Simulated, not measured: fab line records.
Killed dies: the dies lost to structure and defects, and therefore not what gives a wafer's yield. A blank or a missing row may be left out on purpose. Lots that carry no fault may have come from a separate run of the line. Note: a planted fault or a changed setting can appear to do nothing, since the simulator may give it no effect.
8D (eight disciplines) problem report, filled in by code / flow nand harc / the parts of the form that need people (team, actions taken, sign-off) are left out

## 1. WHAT WENT WRONG
killed at array at NHARC_END_SORT_01 reads a mean of 320 on 2 wafers of 2 lots; wafers without a fault read 53 with a standard deviation of 21. Relative to the usual mean, that is a shift of +13 standard deviations.
Seen first at day 29 19:32 on prober-01, wafer L968.1. The record has a number at this step for 31 wafers belonging to 11 lots. The rule behind "out" and "out of limits": a value lying over 4 standard deviations away from the usual mean. Any other wafer with a number is counted as sound.

## 2. WHAT IT IS; WHAT IT IS NOT
question=which readings at this step | is=killed at array, killed dies | is not=killed at other, killed at periphery, killed short
question=which lots | is=L968, L971 | is not=L958, L959, L961, L963, L976, L977, L978, L979, L980
question=which wafers of those lots | is=L968.1, L971.1 | is not=L968.4, L971.4
question=read on which gauges | is=prober-01, prober-02 | is not=-
question=when | is=from day 29 19:32 | is not=up to then (12 sound wafers); but 17 sound wafers of L968, L971, L976, L977, L978, L979, L980 came after

## 3. SUSPECTS, AND WHAT RULES EACH OUT
Counting: any tool at a process step up to the reading remains a suspect provided it ran every lot that is out. Sound lots after the first of them don't rule it out here, since some wafers of a struck lot are sound.
- the gauge at NHARC_END_SORT_01: ruled out. The wafers that are out were read on 2 gauges (prober-01, prober-02).
- rie diel-09 at NHARC_A_CONTACT_STRIP_82 (strips in O2): kept. Ran every lot that is out, first one L968 (day 27 15:23); last sound lot up to then L959 (day 23 05:40). Because NHARC_A_CONTACT_STRIP_82 lacks a start for some lots, the hours and order of its lots are taken from NHARC_A_CONTACT_ETCH_89.
- rie diel-09 at NHARC_A_CONTACT_ETCH_89 (etches the open film in N2/H2, target depth 260 nm, time 475.3 s): kept. Ran every lot that is out, first one L968 (day 27 15:23); last sound lot up to then L963 (day 24 22:52). Out on those wafers are its own readings of oes product au.
- rie diel-09 at NHARC_A_CONTACT_ETCH_30 (etches the open film in CF4/CHF3, target depth 72.6 nm, time 36.3 s): kept. Ran every lot that is out, first one L968 (day 29 19:32); last sound lot up to then L963 (day 27 04:20). Because NHARC_A_CONTACT_ETCH_30 lacks a start for some lots, the hours and order of its lots are taken from NHARC_END_SORT_01.
- Within rie diel-09 at NHARC_A_CONTACT_STRIP_82: the wafers that are out ran in chamber 1; their sound lot-mates ran in chambers 0, 3.
- The sound lot-mates ran in chamber 2 of rie diel-09 at NHARC_A_CONTACT_ETCH_30, but the wafers that are out ran in chamber 3.
Left after counting: rie diel-09 at NHARC_A_CONTACT_STRIP_82, rie diel-09 at NHARC_A_CONTACT_ETCH_89, rie diel-09 at NHARC_A_CONTACT_ETCH_30.

## 4. THE CAUSE (what the simulator had put in)
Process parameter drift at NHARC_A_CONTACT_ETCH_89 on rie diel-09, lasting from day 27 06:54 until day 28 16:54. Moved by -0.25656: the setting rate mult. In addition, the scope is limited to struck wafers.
Counting left 3 suspects, and this tool is among them.

## 5. SEQUENCE OF EFFECTS, ordered by route
One row per reading whose mean, taken over the struck wafers that have a number, lies over 3 standard deviations from the usual. Scope: only readings with a usual standard deviation given in the record; hours: median across lots of the time from each lot's start at the first step in this table that gives one to its start at this step; sigmas: change in usual standard deviations.
hours=0; step=NHARC_A_CONTACT_ETCH_89; reading=oes product au; usual=1.001 a.u.; on struck wafers=0.835; change=-0.166; sigmas=-22
hours=54; step=NHARC_END_SORT_01; reading=killed at array; usual=53; on struck wafers=320; change=+267; sigmas=+13
hours=54; step=NHARC_END_SORT_01; reading=killed dies; usual=58; on struck wafers=323; change=+265; sigmas=+13
It contains these process steps:
- NHARC_A_CONTACT_ETCH_89: etches the open film in N2/H2, target depth 260 nm, time 475.3 s.

## 6. WHAT WOULD HAVE CAUGHT IT SOONER
Counted from the fault's start at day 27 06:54, it took 61 hours until the first out-of-limits reading at a measuring or inspecting step in this record, taken at day 29 19:32.
At NHARC_A_CONTACT_ETCH_89, the tool's own readings (oes product au) were out on each struck wafer the step has a row for, so an alarm limit on them would have fired on the first such wafer.
By day 29 19:32 the whole set of lots that are out, 2 in number, had already begun NHARC_A_CONTACT_ETCH_89 on rie diel-09. Had the tool been put on hold then, not one of them would have been saved.
